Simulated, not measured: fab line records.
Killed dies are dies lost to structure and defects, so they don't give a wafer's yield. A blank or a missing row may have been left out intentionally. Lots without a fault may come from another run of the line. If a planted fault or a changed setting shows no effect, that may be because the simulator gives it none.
fab line records    flow n5-finfet
record: lots: 11  wafers: 33  last-day: 17
route steps=1938 shown BEOL_M7@1266
lots with no fault: from the same line, run without faults
start-h: hours from the record's opening day to when the first of the lot's shown wafers began    wait-h: hours elapsed since this lot's preceding step    " the same as in the row above    L1.1+2: a row that stands for several wafers    - no value present, or no start provided    * or withheld: withheld    < > ~ a bound
route shown NAME@n: NAME is a module with steps in the file, n the number in the route of the first one    usual: mean/standard deviation of fault-free wafers    same: alike in all rows    chamber/n: place in a boat    sites: per-site readings    _std_site: the values' standard deviation    _edge_site: outer sites' mean less inner sites'    radius-mm: for every site, how far away it sits from the centre of the wafer    mask NAME#n: copy n    behind: the most recent tool/chamber to have shaped the wafer    hold: reason for holding the lot/hours on hold/outcome of the hold    device: whichever transistor did not switch (one of n, p or np)    end of line: tests run on the same wafers once the route is complete    a step given without rows: its recipe and nothing more    killed: dies lost to structure and defects at the first sort, not the wafer's yield    map: shows each die of a wafer: x if killed, . if not, _ if none is there
set.NAME: the setting the step ran with; set.NAME@STEP: the setting that earlier step ran with    model.NAME: the simulator's own value behind a step, which no gauge read
one table for each step of the route and one row for each wafer, over a sample of lots
services: from which hour (start-h, from the record's first day; less than 0 if before it) a tool's chamber was out of use, for how many hours, and why
== steps ==
step: N5_BEOL_M7_PECVD_70
recipe: material: SiO2  target-thk-a: 200  temp-c: 400  precursor: TEOS/O2  pressure-torr: 5.5  rf-w: 450  teos-flow-sccm: 53.8  gas: O2  flow-sccm: 3000  time-s: 22.7
usual: chamber-pressure-Torr: 5.500/0.012  heater-power-w: 729/82  rf-fwd-power-W: 444.9/2  showerhead-plenum-p-Torr: 8.76/0.061  throttle-valve-pct: 22.2/1.2
lot.wafer  tool      chamber  start-h  wait-h  chamber-pressure-Torr  heater-power-w  rf-fwd-power-W  showerhead-plenum-p-Torr  throttle-valve-pct
L913.3     pecvd-04  1        200.15   0.0     5.496                  792             443.7           8.75                      20.7
L913.5     "         1        "        "       5.512                  814             444.7           8.74                      20.8
L913.6     "         0        "        "       5.500                  634             444.0           8.75                      24.0
L912.3     pecvd-01  2        201.35   0.0     5.482                  560             443.6           8.75                      21.4
L912.4     "         0        "        "       5.502                  829             444.8           8.63                      22.4
L912.5     "         1        "        "       5.509                  653             443.4           8.72                      22.6
L915.1     pecvd-01  0        225.13   0.0     5.503                  733             446.7           8.61                      22.4
L915.3     "         1        "        "       5.517                  719             448.1           8.72                      22.5
L915.4     "         0        "        "       5.497                  723             444.9           8.65                      22.5
L917.2     pecvd-01  0        234.27   0.0     5.494                  761             444.0           8.64                      22.6
L917.5     "         1        "        "       5.509                  665             444.7           8.71                      22.2
L917.6     "         0        "        "       5.496                  753             447.5           8.65                      22.6
L919.1     pecvd-01  2        250.52   0.0     5.483                  668             445.3           8.75                      21.3
L919.4     "         0        "        "       5.499                  781             447.1           8.62                      22.6
L919.6     "         1        "        "       5.478                  734             444.3           8.68                      22.2
L920.1     pecvd-02  1        258.09   0.0     5.495                  794             445.1           8.86                      23.2
L920.3     "         2        "        "       5.512                  630             441.9           8.74                      19.4
L920.4     "         0        "        "       5.501                  790             444.9           8.84                      23.2
L928.2     pecvd-02  2        293.99   0.0     5.529                  669             444.3           8.76                      19.8
L928.3     "         1        "        "       5.503                  870             444.7           8.85                      23.2
L928.4     "         1        "        "       5.520                  816             445.4           8.82                      22.9
L925.1     pecvd-01  1        301.18   0.0     5.498                  659             448.6           8.70                      22.3
L925.2     "         0        "        "       5.513                  840             445.7           8.63                      22.5
L925.4     "         1        "        "       5.507                  657             445.1           8.73                      22.5
L929.4     pecvd-04  2        309.72   0.1     5.494                  809             445.2           8.77                      21.8
L929.5     "         0        "        "       5.493                  587             446.2           8.75                      23.8
L929.6     "         1        "        "       5.492                  713             443.8           8.75                      20.9
L931.3     pecvd-02  2        319.39   0.0     5.489                  652             441.7           8.76                      20.1
L931.4     "         2        "        "       5.489                  618             443.8           8.77                      20.0
L931.5     "         0        "        "       5.492                  819             445.1           8.84                      23.6
L930.1     pecvd-04  0        321.43   0.0     5.496                  670             446.7           8.76                      24.0
L930.3     "         1        "        "       5.497                  803             446.0           8.75                      20.8
L930.5     "         1        "        "       5.496                  801             444.8           8.72                      20.9
step: N5_BEOL_M7_ETCH_62
recipe: chemistry: N2/H2  target: SOC  target-depth-a: 1100  overetch-a: 220  mask-material: SiARC  temp-c: 40  time-s: 165  ion-energy-ev: 200  pressure-mtorr: 30  source-w: 840  bias-w: 150  n2-flow-sccm: 200  h2-flow-sccm: 200
usual: bias-w: 150.0/0.46  drypump-motor-current-A: 5.9/0.39  oes-product-au: 0.64/0.068  rf-fwd-power-W: 837.8/2.4  rf-vpp-V: 523.2/2.9  showerhead-plenum-p-Torr: 2.52/0.1  throttle-valve-pct: 17.9/0.31
lot.wafer  tool         chamber  start-h  wait-h  bias-w  drypump-motor-current-A  oes-product-au  rf-fwd-power-W  rf-hours-counter-h  rf-vpp-V  showerhead-plenum-p-Torr  throttle-valve-pct
L913.3     rie-diel-01  0        200.84   0.0     150.2   6.2                      0.60            838.0           216                 521.0     2.41                      18.1
L913.5     "            0        "        "       149.6   6.2                      0.61            837.3           -                   520.8     2.41                      18.1
L913.6     "            3        "        "       149.8   5.6                      0.60            837.9           -                   525.8     2.62                      18.0
L912.3     rie-diel-01  1        202.62   0.0     151.1   6.1                      0.61            839.8           219                 522.3     2.50                      18.0
L912.4     "            2        "        "       149.7   5.2                      0.76            839.5           20                  522.9     2.48                      17.7
L912.5     "            3        "        "       149.4   5.6                      0.60            841.7           -                   526.1     2.62                      18.0
L915.1     rie-diel-05  2        227.95   0.0     150.4   6.2                      0.58            835.8           244                 519.8     2.39                      17.5
L915.3     "            0        "        "       150.9   6.5                      0.80            841.3           7                   528.2     2.73                      18.0
L915.4     "            1        "        "       150.6   6.1                      0.62            836.3           182                 523.5     2.52                      17.6
L917.2     rie-diel-01  2        236.09   0.0     150.7   5.2                      0.74            833.1           29                  522.7     2.48                      17.7
L917.5     "            1        "        "       150.0   6.1                      0.60            843.9           -                   521.5     2.50                      18.0
L917.6     "            0        "        "       149.8   6.2                      0.59            836.4           -                   520.6     2.40                      18.1
L919.1     rie-diel-05  0        251.72   0.0     149.8   6.5                      0.77            840.7           13                  528.8     2.72                      18.0
L919.4     "            3        "        "       149.6   6.1                      0.57            835.8           -                   524.9     2.63                      18.1
L919.6     "            0        "        "       149.7   6.4                      0.78            839.3           -                   528.8     2.72                      18.0
L920.1     rie-diel-01  3        259.85   0.0     149.3   5.6                      0.59            835.5           214                 524.9     2.61                      18.0
L920.3     "            2        "        "       150.6   5.2                      0.73            834.0           36                  523.0     2.47                      17.7
L920.4     "            0        "        "       149.9   6.2                      0.59            833.8           232                 520.3     2.40                      18.1
L928.2     rie-diel-05  1        295.17   0.0     149.3   6.0                      0.60            839.7           203                 523.1     2.51                      17.7
L928.3     "            0        "        "       150.2   6.4                      0.74            840.0           29                  528.6     2.72                      18.1
L928.4     "            2        "        "       149.9   6.2                      0.79            840.8           7                   528.3     2.70                      17.1
L925.1     rie-diel-05  1        302.68   0.0     149.8   6.0                      0.60            836.1           205                 525.0     2.51                      17.7
L925.2     "            0        "        "       150.4   6.4                      0.74            836.8           32                  529.7     2.71                      18.1
L925.4     "            2        "        "       150.7   6.2                      0.78            838.1           -                   529.6     2.70                      17.1
L929.4     rie-diel-06  2        311.29   0.0     150.2   5.7                      0.64            837.6           173                 518.4     2.34                      18.0
L929.5     "            2        "        "       150.6   5.6                      0.64            833.7           -                   518.8     2.34                      18.0
L929.6     "            1        "        "       150.4   5.2                      0.77            838.3           -                   522.9     2.49                      17.3
L931.3     rie-diel-01  0        321.02   0.0     149.9   6.2                      0.58            834.0           254                 519.3     2.39                      18.1
L931.4     "            3        "        "       150.0   5.6                      0.58            835.3           -                   527.4     2.60                      18.1
L931.5     "            2        "        "       149.7   5.2                      0.72            833.0           -                   521.1     2.47                      17.7
L930.1     rie-diel-01  3        324.19   0.0     149.9   5.6                      0.58            836.8           237                 526.6     2.60                      18.1
L930.3     "            2        "        "       150.4   5.3                      0.72            837.7           53                  521.2     2.47                      17.8
L930.5     "            3        "        "       149.9   5.6                      0.59            836.0           -                   525.0     2.60                      18.1
step: N5_BEOL_M7_COAT_63
recipe: resist: SOC  temp-c: 250  time-s: 60  spin-rpm: 1500  resist-thk-nm: 60
usual: dispense-pressure-kPa: 44/4.1  spin-speed-rpm: 1499.9/0.79
lot.wafer  tool            chamber  start-h  wait-h  dispense-pressure-kPa  spin-speed-rpm
L913.3     litho-track-04  0        201.24   0.0     41                     1500.0
L913.5     "               0        "        "       41                     1499.8
L913.6     "               0        "        "       41                     1499.5
L912.3     litho-track-01  0        204.17   1.0     51                     1500.5
L912.4     "               0        "        "       51                     1499.3
L912.5     "               0        "        "       51                     1500.3
L915.1     litho-track-02  0        229.89   1.5     42                     1499.9
L915.3     "               0        "        "       42                     1499.0
L915.4     "               0        "        "       42                     1500.0
L917.2     litho-track-02  0        236.66   0.1     42                     1501.8
L917.5     "               0        "        "       42                     1500.6
L917.6     "               0        "        "       42                     1501.5
L919.1     litho-track-02  0        253.83   1.7     42                     1499.6
L919.4     "               0        "        "       42                     1498.3
L919.6     "               0        "        "       42                     1499.6
L920.1     litho-track-02  0        260.31   0.1     42                     1499.9
L920.3     "               0        "        "       42                     1498.9
L920.4     "               0        "        "       42                     1498.9
L928.2     litho-track-02  0        297.07   1.5     42                     1602.2
L928.3     "               0        "        "       42                     1603.2
L928.4     "               0        "        "       42                     1603.4
L925.1     litho-track-02  0        304.62   1.5     42                     1604.6
L925.2     "               0        "        "       42                     1604.7
L925.4     "               0        "        "       42                     1603.7
L929.4     litho-track-04  0        313.86   2.2     41                     1500.3
L929.5     "               0        "        "       41                     1500.0
L929.6     "               0        "        "       41                     1500.9
L931.3     litho-track-01  0        323.48   1.9     51                     1497.8
L931.4     "               0        "        "       51                     1499.6
L931.5     "               0        "        "       51                     1500.7
L930.1     litho-track-04  0        324.60   0.0     41                     1499.8
L930.3     "               0        "        "       41                     1501.5
L930.5     "               0        "        "       41                     1500.4
step: N5_BEOL_M7_OVL_MEAS_29
recipe: points-per-wafer: 522
usual: V6_OVL: -0.2/0.77
lot.wafer  tool        chamber  start-h  wait-h  V6_OVL[nm]
L913.3     overlay-01  0        201.58   0.0     0.5
L913.5     "           0        "        "       0.8
L913.6     "           0        "        "       -0.2
L912.3     overlay-01  0        204.48   0.0     -0.8
L912.4     "           0        "        "       -0.3
L912.5     "           0        "        "       0.0
L915.1     overlay-02  0        230.35   0.0     0.1
L915.3     "           0        "        "       1.3
L915.4     "           0        "        "       0.1
L917.2     overlay-01  0        236.97   0.0     -0.6
L917.5     "           0        "        "       -0.6
L917.6     "           0        "        "       -0.8
L919.1     overlay-02  0        254.13   0.0     -0.5
L919.4     "           0        "        "       -1.3
L919.6     "           0        "        "       -0.5
L920.1     overlay-02  0        260.61   0.0     -1.4
L920.3     "           0        "        "       -1.2
L920.4     "           0        "        "       -1.5
L928.2     overlay-01  0        297.42   0.0     -1.4
L928.3     "           0        "        "       -0.6
L928.4     "           0        "        "       -1.1
L925.1     overlay-02  0        305.04   0.0     0.7
L925.2     "           0        "        "       0.7
L925.4     "           0        "        "       1.1
L929.4     overlay-02  0        314.26   0.0     -0.4
L929.5     "           0        "        "       -0.5
L929.6     "           0        "        "       0.0
L931.3     overlay-01  0        323.92   0.0     0.2
L931.4     "           0        "        "       -0.5
L931.5     "           0        "        "       0.2
L930.1     overlay-01  0        324.90   0.0     -0.2
L930.3     "           0        "        "       0.1
L930.5     "           0        "        "       -1.4
== services ==
tool            chamber  start-h  hours  kind
rie-diel-06     0        190.33   6.5    repair
pecvd-02        -        191.46   0.7    repair
rie-diel-05     0        192.88   -      clean
rie-diel-05     0        192.88   -      consumable-replace:focus-ring
rie-diel-05     0        192.88   -      consumable-replace:showerhead
rie-diel-05     0        192.88   15.2   scheduled-down
rie-diel-05     0        192.88   15.2   vent-cycle
pecvd-01        1        194.67   2.1    scheduled-down
rie-diel-06     2        195.78   28.7   repair
rie-diel-05     1        197.55   24.1   repair
pecvd-02        -        206.66   0.6    repair
pecvd-02        -        219.26   2.8    pm
litho-track-02  -        222.52   -      consumable-replace:filter
pecvd-02        2        232.76   12.9   repair
rie-diel-05     1        244.64   5.5    repair
rie-diel-01     0        249.43   3.8    repair
rie-diel-05     2        250.16   -      clean
rie-diel-05     2        250.16   -      consumable-replace:focus-ring
rie-diel-01     2        265.90   16.8   repair
rie-diel-01     1        303.50   -      clean
rie-diel-01     1        303.50   -      consumable-replace:focus-ring
rie-diel-01     1        303.50   23.9   scheduled-down
rie-diel-01     1        303.50   23.9   vent-cycle
litho-track-02  -        320.03   -      consumable-replace:filter
== key ==
first-sign: step: N5_BEOL_M7_COAT_63  reading: spin-speed-rpm  direction: up  sigmas: 99+  usual: *  struck: *
effect none on later readings
met-at N5_BEOL_M7_COAT_63
struck-lots L925,L928
not-acting-at N5_BEOL_M7_PECVD_70,N5_BEOL_M7_ETCH_62,N5_BEOL_M7_OVL_MEAS_29
onset-between 260.31 297.07
fault: kind: process-parameter-drift  tool: litho-track-02  chamber: -  onset-h: 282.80  steps: N5_BEOL_M7_COAT_63  channel: spin-rpm  offset: *  shape: step  end-h: 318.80  acts-in: *  stated: *
